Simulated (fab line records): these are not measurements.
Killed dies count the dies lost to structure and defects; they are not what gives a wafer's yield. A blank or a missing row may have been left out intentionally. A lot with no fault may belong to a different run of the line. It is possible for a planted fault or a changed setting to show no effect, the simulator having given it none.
Matching of chambers / flow nand_harc / NHARC_P_BONDPAD_STRIP_15 on rie_diel-13 has 4 sister chambers
The step strips in O2. 4 wafers are shown with their chamber, then 7 later ones without.

WAFERS WITH THEIR CHAMBER
wafer=L078.6; chamber=2; showerhead_plenum_p_Torr (Torr)=3.33
wafer=L082.2; chamber=3; showerhead_plenum_p_Torr (Torr)=3.46
wafer=L093.1; chamber=1; showerhead_plenum_p_Torr (Torr)=3.77
wafer=L096.4; chamber=0; showerhead_plenum_p_Torr (Torr)=3.29

WAFERS MISSING THEIR CHAMBER
wafer=L096.6; showerhead_plenum_p_Torr (Torr)=3.45
wafer=L097.1; showerhead_plenum_p_Torr (Torr)=3.45
wafer=L097.2; showerhead_plenum_p_Torr (Torr)=3.77
wafer=L097.3; showerhead_plenum_p_Torr (Torr)=3.29
wafer=L097.4; showerhead_plenum_p_Torr (Torr)=3.33
wafer=L097.5; showerhead_plenum_p_Torr (Torr)=3.33
wafer=L097.6; showerhead_plenum_p_Torr (Torr)=3.77

WHICH CHAMBER EACH WENT THROUGH
wafer=L096.6; from the rows above=3; in truth=3
wafer=L097.1; from the rows above=3; in truth=3
wafer=L097.2; from the rows above=1; in truth=1
wafer=L097.3; from the rows above=0; in truth=0
wafer=L097.4; from the rows above=2; in truth=2
wafer=L097.5; from the rows above=2; in truth=2
wafer=L097.6; from the rows above=1; in truth=1
Correct placement for 7 of the 7. Can't be placed from these rows: 0. Number placed wrongly: 0.
How it was worked out, from the rows above alone: a wafer's distance from a chamber is the root of the sum, over the readings, of the square of ((its reading less the chamber's mean) divided by the reading's scatter). The wafer belongs to the nearest chamber; if the next one is less than 2 further off, it can't be placed. Each chamber's mean is taken over the wafers shown for it. The scatter: root of mean squared gap, hidden wafer to nearest shown wafer, with one shown wafer a chamber.
